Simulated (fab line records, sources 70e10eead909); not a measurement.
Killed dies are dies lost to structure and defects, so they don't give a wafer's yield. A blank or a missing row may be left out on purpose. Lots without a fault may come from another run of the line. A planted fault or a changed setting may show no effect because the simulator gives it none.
Which tool did it? | flow nand_harc | 14 lots, 42 wafers sampled, at 6 steps of a route of 1302

WHAT THE GAUGES READ, wafer by wafer
NHARC_P_GATE_INSPECT_68.
lot  | measured     | on                | raw_defect_count
L333 | day 6 03:44  | defect_inspect-01 | 193 168 147
L334 | day 6 06:14  | defect_inspect-01 | 163 136 179
L335 | day 6 15:48  | defect_inspect-01 | 141 357 197
L342 | day 10 00:05 | defect_inspect-02 | 1509 1309 1399 1489 1304 1430
L344 | day 10 11:24 | defect_inspect-02 | 1339 1232 1358 1340 1209 1356
L348 | day 11 20:06 | defect_inspect-02 | 273 332 233
L347 | day 11 20:22 | defect_inspect-01 | 279 152 322
L349 | day 12 16:12 | defect_inspect-01 | 103 113 129
L351 | day 13 06:12 | defect_inspect-02 | 306 353 197
L352 | day 13 16:58 | defect_inspect-02 | 148 108 161
L353 | day 14 10:58 | defect_inspect-02 | 160 107 148
L354 | day 14 12:05 | defect_inspect-02 | 329 480 397
L355 | day 14 22:25 | defect_inspect-01 | 250 201 221
L356 | day 15 17:06 | defect_inspect-01 | 191 368 95

NHARC_END_SORT_01.
lot  | measured     | on        | defect_limited_yield (%) | killed_at_array | killed_at_other | killed_at_periphery | killed_dies | killed_open | killed_short
L333 | day 25 03:56 | prober-01 | 95.6 96.6 96.8           | 28 20 20        | 0 0 1           | 2 3 1               | 30 23 22    | 3 4 3       | 6 4 2
L348 | day 30 08:56 | prober-01 | 91.9 90.3                | 48 58           | 1 1             | 6 7                 | 55 66       | 5 3         | 4 3
L347 | day 30 21:44 | prober-01 | 89.5 88.2 90.1           | 67 76 64        | 1 0 2           | 3 4 1               | 71 80 67    | 2 3 2       | 2 2 1
L349 | day 30 20:07 | prober-02 | 86.7 86.4 89.1           | 86 90 70        | 0 0 0           | 4 2 4               | 90 92 74    | 6 3 5       | 3 6 3
L351 | day 31 15:01 | prober-01 | 89.8 87.7 88.6           | 69 80 76        | 0 2 0           | 0 1 1               | 69 83 77    | 1 4 3       | 0 2 1
L352 | day 32 03:08 | prober-01 | 91.6 90.4 91.4           | 52 64 57        | 1 0 1           | 4 1 0               | 57 65 58    | 5 2 5       | 4 3 0
L354 | day 32 21:05 | prober-02 | 89.8 90.5 90.5           | 66 62 61        | 0 0 0           | 3 2 3               | 69 64 64    | 5 2 4       | 4 3 5
L356 | day 34 20:26 | prober-02 | 96.8 93.8 96.5           | 20 40 22        | 2 0 1           | 0 2 1               | 22 42 24    | 1 4 1       | 3 5 2

WHICH TOOL RAN EACH LOT (tool, then ch and the chambers of the sampled wafers, then the start)
lot  | NHARC_P_GATE_STRIP_111               | NHARC_P_GATE_STRIP_76                | NHARC_P_GATE_SPUTTER_79      | NHARC_P_CONTACT_CMP_01
L333 | plasma_asher-02 ch 0,1, day 5 21:47  | plasma_asher-01 ch 0,1, day 5 23:45  | pvd_sputter-02, day 6 02:57  | cmp-01 ch 0,1,3, day 6 04:31
L334 | plasma_asher-02 ch 0,1, day 6 00:28  | plasma_asher-02 ch 0,1, day 6 02:24  | pvd_sputter-02, day 6 05:28  | cmp-01 ch 0,1, day 6 07:02
L335 | plasma_asher-01 ch 0,1, day 6 09:54  | plasma_asher-02 ch 0,1, day 6 11:49  | pvd_sputter-03, day 6 15:00  | cmp-03 ch 0,2,3, day 6 16:38
L342 | plasma_asher-01 ch 0,1, day 9 18:23  | plasma_asher-02 ch 0,1, day 9 20:15  | pvd_sputter-03, day 9 23:20  | cmp-03 ch 0,1,3, day 10 04:37
L344 | plasma_asher-01 ch 0,1, day 10 05:38 | plasma_asher-02 ch 0,1, day 10 07:35 | pvd_sputter-03, day 10 10:38 | cmp-04 ch 2,3, day 10 17:19
L348 | plasma_asher-01 ch 0,1, day 11 13:51 | plasma_asher-02 ch 1, day 11 15:53   | pvd_sputter-02, day 11 19:20 | cmp-04 ch 0,1,2, day 11 20:56
L347 | plasma_asher-02 ch 0,1, day 11 14:22 | plasma_asher-02 ch 0,1, day 11 16:13 | pvd_sputter-02, day 11 19:34 | cmp-01 ch 1,2, day 11 21:08
L349 | plasma_asher-01 ch 0,1, day 12 10:28 | plasma_asher-01 ch 0,1, day 12 12:21 | pvd_sputter-02, day 12 15:25 | cmp-04 ch 0,2,3, day 12 17:01
L351 | plasma_asher-02 ch 0,1, day 13 00:19 | plasma_asher-01 ch 0,1, day 13 02:13 | pvd_sputter-01, day 13 05:26 | cmp-03 ch 0,2, day 13 06:59
L352 | plasma_asher-02 ch 0,1, day 13 10:58 | plasma_asher-01 ch 0,1, day 13 12:59 | pvd_sputter-01, day 13 16:12 | cmp-01 ch 1,2, day 13 17:45
L353 | plasma_asher-02 ch 0,1, day 14 05:08 | plasma_asher-01 ch 0,1, day 14 06:59 | pvd_sputter-03, day 14 10:11 | cmp-04 ch 0,2, day 14 11:46
L354 | plasma_asher-01 ch 0,1, day 14 06:13 | plasma_asher-02 ch 0,1, day 14 08:07 | pvd_sputter-02, day 14 11:19 | cmp-01 ch 0,1,2, day 14 12:52
L355 | plasma_asher-02 ch 0,1, day 14 16:27 | plasma_asher-01 ch 0,1, day 14 18:25 | pvd_sputter-02, day 14 21:38 | cmp-04 ch 1,2,3, day 14 23:12
L356 | plasma_asher-02 ch 0,1, day 15 10:46 | plasma_asher-02 ch 0,1, day 15 12:45 | pvd_sputter-02, day 15 16:20 | cmp-03 ch 0,3, day 15 17:53
- NHARC_P_GATE_STRIP_111: strips in N2/H2, time 250 s.
- NHARC_P_GATE_STRIP_76: strips in O2.
- NHARC_P_GATE_SPUTTER_79: material TiN, target thk 10 nm.
- NHARC_P_CONTACT_CMP_01: polishes SiO2, target thk 200 nm.

WHAT THE TOOLS THEMSELVES READ (means of the sampled wafers that have a number; where no wafer has one, the mark that the record gives instead)
NHARC_P_GATE_STRIP_111.
lot  | tool            | drypump_motor_current_A (A) | heater_power_w (W)
L333 | plasma_asher-02 | 5.89                        | 81
L334 | plasma_asher-02 | 6.02                        | 86
L335 | plasma_asher-01 | 6.10                        | 92
L342 | plasma_asher-01 | 6.10                        | 92
L344 | plasma_asher-01 | 6.11                        | 93
L348 | plasma_asher-01 | 6.09                        | 90
L347 | plasma_asher-02 | 5.94                        | 79
L349 | plasma_asher-01 | 6.10                        | 93
L351 | plasma_asher-02 | 5.99                        | 85
L352 | plasma_asher-02 | 6.00                        | 86
L353 | plasma_asher-02 | 5.89                        | 80
L354 | plasma_asher-01 | 6.08                        | 92
L355 | plasma_asher-02 | 5.92                        | 79
L356 | plasma_asher-02 | 5.92                        | 79

NHARC_P_GATE_STRIP_76.
lot  | tool            | drypump_motor_current_A (A) | heater_power_w (W)
L333 | plasma_asher-01 | 6.10                        | 341
L334 | plasma_asher-02 | 6.00                        | 329
L335 | plasma_asher-02 | 5.92                        | 301
L342 | plasma_asher-02 | 6.03                        | 328
L344 | plasma_asher-02 | 5.91                        | 298
L348 | plasma_asher-02 | 6.13                        | 354
L347 | plasma_asher-02 | 6.03                        | 318
L349 | plasma_asher-01 | 6.11                        | 350
L351 | plasma_asher-01 | 6.08                        | 343
L352 | plasma_asher-01 | 6.10                        | 343
L353 | plasma_asher-01 | 6.09                        | 342
L354 | plasma_asher-02 | 6.00                        | 320
L355 | plasma_asher-01 | 6.11                        | 346
L356 | plasma_asher-02 | 6.03                        | 323

NHARC_P_CONTACT_CMP_01.
lot  | tool   | edge_zone_pressure_frac | motor_current_A (A) | slurry_filter_dp_kPa (kPa)
L333 | cmp-01 | 1.001                   | 11.1                | 13.46
L334 | cmp-01 | 1.001                   | 10.8                | 13.54
L335 | cmp-03 | 1.004                   | 11.0                | 13.53
L342 | cmp-03 | 1.001                   | 11.1                | 13.47
L344 | cmp-04 | 1.006                   | 13.3                | 13.47
L348 | cmp-04 | 0.999                   | 13.1                | 13.53
L347 | cmp-01 | 1.001                   | 11.1                | 13.47
L349 | cmp-04 | 1.002                   | 13.2                | 13.52
L351 | cmp-03 | 1.007                   | 10.7                | 13.49
L352 | cmp-01 | 0.997                   | 10.7                | 13.55
L353 | cmp-04 | 1.005                   | 12.4                | 13.55
L354 | cmp-01 | 0.997                   | 11.4                | 13.51
L355 | cmp-04 | 0.999                   | 13.5                | 13.60
L356 | cmp-03 | 1.001                   | 11.9                | 13.41

THE ANSWER, worked out from the rows above alone
Rule: what is usual is taken from the lots themselves. Put in order of their means at a reading, lots are off if they are a third of the lots or fewer, leave a main group of 4 or more, and stand apart from it by a gap of 3 or more times the standard deviation of the main group's means; of several such gaps the widest counts. A main group whose means are all the same, to the digits that the tables above print for the reading, isn't used. A lot without any number at a reading at which 4 lots or more have one is off too. The other lots that the step has rows for count as sound. The gauges are gone through in route order, then the tools' own readings, and for those a lot's mean is taken as printed above. The first step at which some lot is off is used, and at that step the reading that is off furthest; a lot without a number counts as furthest.
Off: L342, L344, at NHARC_P_GATE_INSPECT_68 (raw_defect_count). The main group: mean 218, standard deviation 78.
A tool fits if, at a process step before that reading, it ran every lot that is off, and no sound lot after the first of them. The gauges at NHARC_P_GATE_INSPECT_68 are tried like those tools. None of those tried fits.

WHAT THE SIMULATOR HAD PUT IN
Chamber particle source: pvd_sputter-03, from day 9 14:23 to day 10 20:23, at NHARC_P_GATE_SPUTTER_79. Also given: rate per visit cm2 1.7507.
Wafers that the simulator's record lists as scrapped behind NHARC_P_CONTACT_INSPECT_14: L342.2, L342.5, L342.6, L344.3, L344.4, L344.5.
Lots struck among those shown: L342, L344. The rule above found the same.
